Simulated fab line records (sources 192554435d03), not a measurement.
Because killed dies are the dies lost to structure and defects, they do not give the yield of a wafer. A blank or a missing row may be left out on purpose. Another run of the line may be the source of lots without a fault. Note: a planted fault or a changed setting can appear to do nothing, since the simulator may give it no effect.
3 desks looking at one fault || flow n5_finfet || only its own numbers are on each desk; what lay behind them is given at the end

THE DEFECT DESK
What the inspections along the route counted, lot by lot: means of the sampled wafers that have a number. Any lot whose mean is over 4 standard deviations away from the usual mean is out of limits and marked OUT; that distance is given in the brackets.
Columns: A = raw_defect_count at N5_BEOL_M13_INSPECT_55, usual 76
{"lot": "L877", "first seen here": "day 10 19:47", "A": 69}
{"lot": "L881", "first seen here": "day 11 23:31", "A": 64}
{"lot": "L897", "first seen here": "day 15 13:40", "A": "1093 (+46) OUT"}
{"lot": "L895", "first seen here": "day 15 14:10", "A": "1108 (+47) OUT"}
{"lot": "L900", "first seen here": "day 17 02:21", "A": "1117 (+47) OUT"}
This desk finds L895, L897, L900 out of limits, L897 being first, at day 15 13:40 (raw_defect_count at N5_BEOL_M13_INSPECT_55). L877, L881: within limits.

THE TOOL OWNER'S DESK: cmp-03
The tool's own readings at N5_BEOL_M13_CMP_49 (polishes, stops on SiOC, t overpolish 17.1 s, target thk 420 nm): means of the sampled wafers that have a number, for each lot that ran on this tool. Any lot whose mean is over 4 standard deviations away from the usual mean is out of limits and marked OUT; that distance is given in the brackets.
Columns: A = barrier_field_endpoint_s at N5_BEOL_M13_CMP_49, usual 30.8 s; B = clearing_platen_down_force_psi at N5_BEOL_M13_CMP_49, usual 1.4998 psi; C = motor_current_A at N5_BEOL_M13_CMP_49, usual 6.2 A; D = overpolish_run_s at N5_BEOL_M13_CMP_49, usual 17.099 s
{"lot": "L881", "first seen here": "day 11 23:02", "A": 31.5, "B": 1.5002, "C": 6.2, "D": 17.093}
{"lot": "L897", "first seen here": "day 15 13:13", "A": "41.8 (+10) OUT", "B": 1.5031, "C": 6.1, "D": "11.823 (-99 or more) OUT"}
{"lot": "L895", "first seen here": "day 15 13:43", "A": "42.7 (+11) OUT", "B": 1.4984, "C": 5.7, "D": "11.424 (-99 or more) OUT"}
{"lot": "L900", "first seen here": "day 17 01:59", "A": "39.3 (+7.7) OUT", "B": 1.4976, "C": 6.5, "D": "12.712 (-99 or more) OUT"}
This desk finds L895, L897, L900 out of limits, L897 being first, at day 15 13:13 (barrier_field_endpoint_s at N5_BEOL_M13_CMP_49). L881: within limits.

THE METROLOGY DESK
Lot by lot, what the gauges showed, no matter which tool ran the lot: averages of those sampled wafers that carry a number. Any lot whose mean is over 4 standard deviations away from the usual mean is out of limits and marked OUT; that distance is given in the brackets. Shown are 7 of the 11 readings it has, namely the first that went out of limits plus those furthest out on some lot.
Columns: A = DIBL_N at N5_BEOL_M4_RC_MEAS_101, usual 36.0 mV/V; B = DIBL_P at N5_BEOL_M4_RC_MEAS_101, usual 35.9 mV/V; C = IOFF_P at N5_BEOL_M4_RC_MEAS_101, usual 0.21 nA/um; D = ION_N at N5_BEOL_M4_RC_MEAS_101, usual 675 uA/um; E = VT_N at N5_BEOL_M4_RC_MEAS_101, usual 250 mV; F = VT_P at N5_BEOL_M4_RC_MEAS_101, usual -251 mV; G = M13_THK at N5_BEOL_M13_THK_MEAS_50, usual 434 nm
{"lot": "L877", "first seen here": "day 7 22:56", "A": 36.1, "B": 35.2, "C": 0.19, "D": 678, "E": 247, "F": -252, "G": 438}
{"lot": "L881", "first seen here": "day 9 05:26", "A": 37.8, "B": 38.2, "C": 0.22, "D": 665, "E": 250, "F": -253, "G": 422}
{"lot": "L895", "first seen here": "day 12 08:55", "A": 38.6, "B": 38.7, "C": 0.25, "D": 689, "E": 246, "F": -248, "G": "557 (+12) OUT"}
{"lot": "L897", "first seen here": "day 12 12:34", "A": 35.5, "B": 36.7, "C": 0.20, "D": 676, "E": 253, "F": -250, "G": "560 (+13) OUT"}
{"lot": "L900", "first seen here": "day 13 23:28", "A": 37.7, "B": 36.9, "C": 0.21, "D": 677, "E": 251, "F": -251, "G": "566 (+13) OUT"}
Per this desk, out of limits: L895, L897, L900; the first was L897, day 15 13:30 (M13_THK at N5_BEOL_M13_THK_MEAS_50). L877, L881: within limits.

BROUGHT TOGETHER
The tool owner's desk could have raised an alarm at day 15 13:13, on L895, L897, L900.
At day 15 13:30 the metrology desk could have sounded an alarm, on L895, L897, L900.
The defect desk could have raised an alarm at day 15 13:40, on L895, L897, L900.
All the named lots went through N5_BEOL_M13_CMP_49 on cmp-03.

WHAT WAS PUT IN BY THE SIMULATOR
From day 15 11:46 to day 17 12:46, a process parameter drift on cmp-03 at N5_BEOL_M13_CMP_49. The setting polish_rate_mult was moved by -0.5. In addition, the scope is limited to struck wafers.
Shown lots that were struck: L895, L897, L900.
Hours from the fault's start to each desk's first reading out of limits: the tool owner's desk, 1; the metrology desk, 2; the defect desk, 2.
